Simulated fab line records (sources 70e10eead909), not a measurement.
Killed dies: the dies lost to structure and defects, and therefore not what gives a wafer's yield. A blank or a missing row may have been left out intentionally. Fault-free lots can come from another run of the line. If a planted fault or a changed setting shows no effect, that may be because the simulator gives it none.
Struck lot and sound lot, side by side -- flow nandHarc -- 15 out of 1159 route steps
Sound: these wafers, L190.1, L190.2, L190.3. Wafers struck: L188.1, L188.2, L188.4. At the end, the cause is stated.
For every step that has rows: the tool of each side, followed by ch and its chambers, followed by its first start. Under that, the readings that differ: sound wafers -- struck wafers -- difference of the means -- sigmas: that difference in standard deviations of wafers without a fault.
alike: readings with means less than 2 such deviations apart, plus words and numbers identical on both sides. not compared: withheld readings, readings lacking a value on some wafer, bounds such as >300 that could conceal the same value, and numbers that have no deviation in the record and whose values overlap.
A row with sigmas, a row that says differs or no value, or rows on one side alone: a step with any of these is where the two part. Numbers that have no deviation but don't overlap get no sigmas and don't part them. A reading that every wafer of one side lacks parts them only if that side has two wafers or more.

first, 1 step without rows for these wafers: NHARC_A_ONON_D1_DEP_09 (target thk 1000 nm).
NHARC_A_ONON_D1_THK_MEAS_11: measures by ellipsometry.
  sound: filmMetro-02 at day 10 20:19; struck: filmMetro-02 at day 11 13:08
  alike: thkNm
next comes 1 step that has no rows for these wafers: NHARC_A_ONON_D1_DEP_12 (target thickness 1000 nm).
NHARC_A_ONON_D1_THK_MEAS_14: measures by ellipsometry.
  sound: filmMetro-01 at day 10 20:53; struck: filmMetro-01 at day 11 13:43
  alike: thkNm
then, 2 steps without rows for these wafers: NHARC_A_ONON_D1_ANNEAL_15 (time 3600 s); NHARC_A_ONON_D1_DEP_16 (target thk 1000 nm).
NHARC_A_ONON_D1_THK_MEAS_18: measures by ellipsometry.
  sound: filmMetro-02 at day 11 06:39; struck: filmMetro-01 at day 11 22:51
  alike: thkNm
next comes 1 step that has no rows for these wafers: NHARC_A_ONON_D1_DEP_19 (target thickness 1000 nm).
NHARC_A_ONON_D1_THK_MEAS_21: measures by ellipsometry.
  sound: filmMetro-01 at day 11 07:13; struck: filmMetro-01 at day 11 23:25
  alike: thkNm
next comes 1 step that has no rows for these wafers: NHARC_A_ONON_D1_DEP_22 (target thickness 1000 nm).
NHARC_A_ONON_D1_THK_MEAS_24: measures by ellipsometry.
  sound: filmMetro-02 at day 11 07:47; struck: filmMetro-02 at day 11 23:59
  alike: thkNm
NHARC_A_ONON_D1_DEP_25: target thk 1000 nm.
  sound on pecvdOnon-03 ch 0, day 11 07:50; struck on pecvdOnon-03 ch 0, day 12 00:03
NHARC_A_ONON_D1_THK_MEAS_27: measures by ellipsometry.
  sound: filmMetro-02 at day 11 08:21; struck: filmMetro-01 at day 12 00:34
reading,sound,struck,difference,sigmas
thkNm (nm),979 982 980,1620 1620 1621,+640,+74
next comes 1 step that has no rows for these wafers: NHARC_A_ONON_D1_DEP_28 (target thickness 1000 nm).
-- record jumps: 11 days between struck wafers' starts before vs after; left off in module A_ONON_D1, resumes in module END, first step shown is number 1159 of the route --
NHARC_END_SORT_01:
  the record has rows for the struck wafers here (prober-01 ch 0, day 23 02:06) and none for the sound ones

== WHERE THEY PART ==
Earliest at NHARC_A_ONON_D1_THK_MEAS_27; latest, in this record, at NHARC_END_SORT_01.

WHY: the cause the simulator had injected
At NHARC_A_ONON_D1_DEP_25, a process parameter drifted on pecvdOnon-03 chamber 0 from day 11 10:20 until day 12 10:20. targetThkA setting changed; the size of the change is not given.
